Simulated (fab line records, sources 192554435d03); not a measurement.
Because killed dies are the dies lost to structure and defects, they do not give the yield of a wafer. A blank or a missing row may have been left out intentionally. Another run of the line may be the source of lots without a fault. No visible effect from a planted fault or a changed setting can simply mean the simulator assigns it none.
Struck lot and sound lot, side by side    flow n5-finfet    36 out of 1938 route steps
Sound: the wafers L711.1, L711.4, L711.5. Struck: wafer L721.2 (left out: L721.3, L721.4 of the same lot, which were not struck); the cause appears at the end.
Per side, at each step with rows, come the tool, then ch with its chambers, and then its first start. Under that, the readings that differ: sound wafers    struck wafers    difference of the means    sigmas: that difference in standard deviations of wafers without a fault.
alike: same words and numbers on both sides, and readings whose means sit less than 2 such deviations apart. not compared: any withheld reading, any reading some wafer has no value for, any bound like >300 that may hide the same value, and any number with overlapping values for which the record gives no deviation.
A row with sigmas, a row that says differs or no value, or rows on one side alone: a step with any of these is where the two part. Numbers that don't overlap but have no deviation are shown without sigmas and don't part them. A reading missing from all wafers of one side parts the sides only when that side holds two or more wafers.

first, 8 steps without rows for these wafers: N5_MOL_CONTACT_COAG_PRECLEAN_138 (cleans in alkaline clean, time 60 s); N5_MOL_CONTACT_COAG_SRD_139 (time 30 s); N5_MOL_CONTACT_COAG_PRE_CLEAN_121; N5_MOL_CONTACT_COAG_CVD_140 (deposits W, target thk 66.5 nm, time 215 s); N5_MOL_CONTACT_COAG_PRECLEAN_127 (cleans in DIW, time 57.5 s); N5_MOL_CONTACT_COAG_SRD_128 (dry time 32 s); N5_MOL_CONTACT_COAG_CMP_52 (polishes, stops on SiO2, t overpolish 1.5 s, target thk 66.5 nm); N5_MOL_CONTACT_COAG_ANNEAL_112 (time 1800 s).
N5_BEOL_M0_SAQP_PECVD_00: deposits SiCN from 3MS/NH3, target thk 8 nm, time 14 s.
  sound on pecvd-03 ch 1,2, day 7 21:08; struck on pecvd-03 ch 2, day 10 08:20
reading                                          sound      struck  difference  sigmas
model.SiCN_of_BEOL_M0_SAQP_PECVD_00.thk-nm (nm)  8.2 8 8.2  8.8     +0.7        
  alike: showerhead-plenum-p-Torr, throttle-valve-pct
then, 25 steps without rows for these wafers: N5_BEOL_M0_SAQP_ILD_DEP_01 (deposits SiOC from DEMS/O2, target thk 45.419 nm, time 8.7 s); N5_BEOL_M0_SAQP_HM_DEP_02 (deposits TiN, target thk 12 nm); N5_BEOL_M0_SAQP_PECVD_03 (deposits SiCN from 3MS/NH3, target thk 12 nm, time 21.1 s); N5_BEOL_M0_SAQP_PECVD_96 (deposits a-Si from SiH4/He, target thk 45 nm, time 45.2 s); N5_BEOL_M0_SAQP_PECVD_97 (deposits SiNx from SiH4/NH3/N2, target thk 23 nm, time 19.9 s); N5_BEOL_M0_SAQP_PECVD_04 (deposits a-Si from SiH4/He, target thk 60 nm, time 60.2 s); N5_BEOL_M0_SAQP_HM_DEP_111 (deposits SiO2 from SiH4/N2O, target thk 12 nm, time 7.2 s); N5_BEOL_M0_SAQP_COAT_81 (time 60 s, resist thk 100 nm); N5_BEOL_M0_SAQP_COAT_82 (time 60 s, resist thk 30 nm); N5_BEOL_M0_SAQP_COAT_08 (resist thk 90 nm); N5_BEOL_M0_SAQP_EBR_10; N5_BEOL_M0_SAQP_SOFTBAKE_09 (time 60 s); N5_BEOL_M0_SAQP_EXPOSE_11 (exposes mask M0 CORE, target cd 42 nm); N5_BEOL_M0_SAQP_PEB_12 (peb time 60 s); N5_BEOL_M0_SAQP_DEVELOP_13 (develop time 30 s); N5_BEOL_M0_SAQP_DESCUM_19 (chemistry O2, time 7.9 s); N5_BEOL_M0_SAQP_ETCH_83 (etches SiARC in CF4, target depth 39 nm, time 65 s); N5_BEOL_M0_SAQP_ETCH_84 (etches SOC in N2/H2, target depth 100 nm, overetch 20 nm, time 150 s); N5_BEOL_M0_SAQP_STRIP_80 (strips in N2/H2); N5_BEOL_M0_SAQP_HM_OPEN_112 (chemistry CHF3/O2, target SiO2, stops on a-Si, target depth 12 nm, time 13.5 s); N5_BEOL_M0_SAQP_STRIP_113 (strips in CHF3/O2); N5_BEOL_M0_SAQP_MANDREL_ETCH_20 (etches a-Si in HBr/Cl2, stops on SiNx, target depth 60 nm, bt time 10 s, time 30 s); N5_BEOL_M0_SAQP_STRIP_86 (strips in N2/H2); N5_BEOL_M0_SAQP_STRIP_115 (strips in post etch residue remover, time 60 s); N5_BEOL_M0_SAQP_SRD_93 (time 30 s).
N5_BEOL_M0_ETCH_109: etches SiCN in CH3F/O2, target depth 8 nm, overetch 2.4 nm, time 27.4 s.
  sound on rie-diel-01 ch 0,2, day 8 08:28; struck on rie-diel-01 ch 1, day 10 16:25
reading                   sound              struck  difference  sigmas
model.etch.depth-nm (nm)  8.129 8.064 8.112  8.762   +0.660      
  alike: bias-w, drypump-motor-current-A, oes-product-au, rf-vpp-V, showerhead-plenum-p-Torr, throttle-valve-pct
  not compared: rf-hours-counter-h
N5_BEOL_M4_RC_MEAS_101:
  sound on prober-01 ch 0, day 10 10:19; struck on prober-02 ch 0, day 12 14:52
reading        sound        struck  difference  sigmas
ION_N (uA/um)  690 677 663  695     +18         +2
  alike: DIBL_N, DIBL_P, IOFF_N, IOFF_P, ION_P, SS_N, SS_P, VT_N, VT_P

== WHERE THEY PART ==
Only at N5_BEOL_M4_RC_MEAS_101, as far as this record shows.

WHY: what the simulator had put in
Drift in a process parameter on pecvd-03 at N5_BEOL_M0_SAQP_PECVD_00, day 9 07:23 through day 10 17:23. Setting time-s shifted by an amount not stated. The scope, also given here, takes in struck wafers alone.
